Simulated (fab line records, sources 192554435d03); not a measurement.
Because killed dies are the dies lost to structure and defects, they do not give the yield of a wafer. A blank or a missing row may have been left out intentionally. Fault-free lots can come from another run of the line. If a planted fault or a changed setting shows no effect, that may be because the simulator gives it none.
Problem report, 8D (eight disciplines) form, completed by code	flow n5Finfet	the parts of the form that need people (team, actions taken, sign-off) are left out

1. WHAT IS WRONG
Across 6 wafers from 2 lots, M14_RS at N5_BEOL_M14_RS_MEAS_54 averages 33.4105 ohm/sq, while fault-free wafers read 0.0337 ohm/sq with a standard deviation of 0.0012. That is +99 or more standard deviations from the usual mean.
The step: measures by four-point-probe.
Seen first at day 13 00:15 on filmMetro-01, wafer L826.1. The record holds 26 wafers of 9 lots with a number at this step. Rule for "out" (also "out of limits"): further than 4 standard deviations from the usual mean. The rest of the wafers with a number are treated as sound.

2. WHAT IT IS, AND WHAT IT ISN'T
question	is	is not
which readings at this step	M14_RS	-
which lots	L826, L831	L824, L825, L836, L837, L839, L842, L844
which wafers of those lots	all that have a number	-
read on which gauges	filmMetro-01	filmMetro-02
when	from day 13 00:15	up to then (6 sound wafers); but 14 sound wafers of L836, L837, L839, L842, L844 came after

3. WHAT RULES OUT EACH SUSPECT
Counting: a tool stays on the suspect list if, at a process step up to the reading, it processed all lots that are out and no sound lot following the first of them.
- the gauge at N5_BEOL_M14_RS_MEAS_54 has been ruled out. All the wafers that are out were read on filmMetro-01, but those of them that N5_BEOL_M14_CMP_49 has rows for are out there too, on other tools.
- rieDiel-06 at N5_BEOL_M14_STRIP_64 (strips in O2): ruled out as a lasting fault. After its first lot that is out, L826 (day 12 20:57), sound lots L836 ran on it. N5_BEOL_M14_STRIP_64 gives no start for some lots, so the hours and the order of its lots are those of N5_BEOL_M14_OCD_MEAS_35.
- ecdCu-01 at N5_BEOL_M14_ECD_47 (material Cu, target thk 1248 nm): ruled out as a lasting fault. After its first lot that is out, L826 (day 12 23:13), sound lots L837, L839, L842, L844 ran on it.
- cmp-02 at N5_BEOL_M14_CMP_49 (polishes, stops on SiO2, t overpolish 5.2 s, target thk 560 nm): ruled out as a lasting fault. After its first lot that is out, L826 (day 12 23:52), sound lots L836, L839, L842, L844 ran on it.
Left after counting: nothing in the record.

4. THE CAUSE (what the simulator had put in)
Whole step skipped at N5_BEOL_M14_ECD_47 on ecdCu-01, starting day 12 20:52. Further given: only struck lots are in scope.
The count ruled it out by mistake, since the rule takes a fault to strike every lot its tool runs from the start of the fault on, and this one did not do so.

5. THE EFFECT CHAIN, in route order
Each row: a reading where the mean over the struck wafers with a number is more than 3 standard deviations away from the usual. Only readings whose record carries a usual standard deviation are examined. hours: median over the lots of the time between each lot's start at the first step of this table that gives one and its start at this step. sigmas: the change, counted in usual standard deviations.
hours	step	reading	usual	on struck wafers	change	sigmas
0	N5_BEOL_M14_CMP_49	timeToEndpointS	120 s	10	-110	-23
0	N5_BEOL_M14_RS_MEAS_54	M14_RS	0.0337 ohm/sq	33.4105	+33.3768	+99 or more
21	N5_PASSIVATION_PROBE_49	defectLimitedYield	91.5 %	0.0	-91.5	-65
21	N5_PASSIVATION_PROBE_49	killed_at_M4_up	12	1094	+1082	+99 or more
21	N5_PASSIVATION_PROBE_49	killedDies	100	1180	+1080	+64
21	N5_PASSIVATION_PROBE_49	killedOnRim	13	152	+139	+36
21	N5_PASSIVATION_PROBE_49	sort_bin_5_function	5.0 %	96.5	+91.5	+96
21	N5_PASSIVATION_PROBE_49	sortNPass	1079	0	-1079	-63
21	N5_PASSIVATION_PROBE_49	sortYieldPct	91.4 %	0.0	-91.4	-61
The process steps in it:
- N5_BEOL_M14_CMP_49: polishes, stops on SiO2, t overpolish 5.2 s, target thk 560 nm.
- N5_PASSIVATION_PROBE_49
Readings that are blank on the struck wafers while sound wafers have them: M14_THK at N5_BEOL_M14_THK_MEAS_50.

6. HOW IT WOULD HAVE BEEN CAUGHT EARLIER
Counted from the fault's start at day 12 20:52, it took 3 hours until the first out-of-limits reading at a measuring or inspecting step in this record, taken at day 13 00:15.
Between N5_BEOL_M14_ECD_47 and N5_BEOL_M14_RS_MEAS_54, N5_BEOL_M14_THK_MEAS_50 gave no M14_THK on the struck wafers, where sound wafers have one: a measuring or inspecting step that comes back empty is itself a sign.
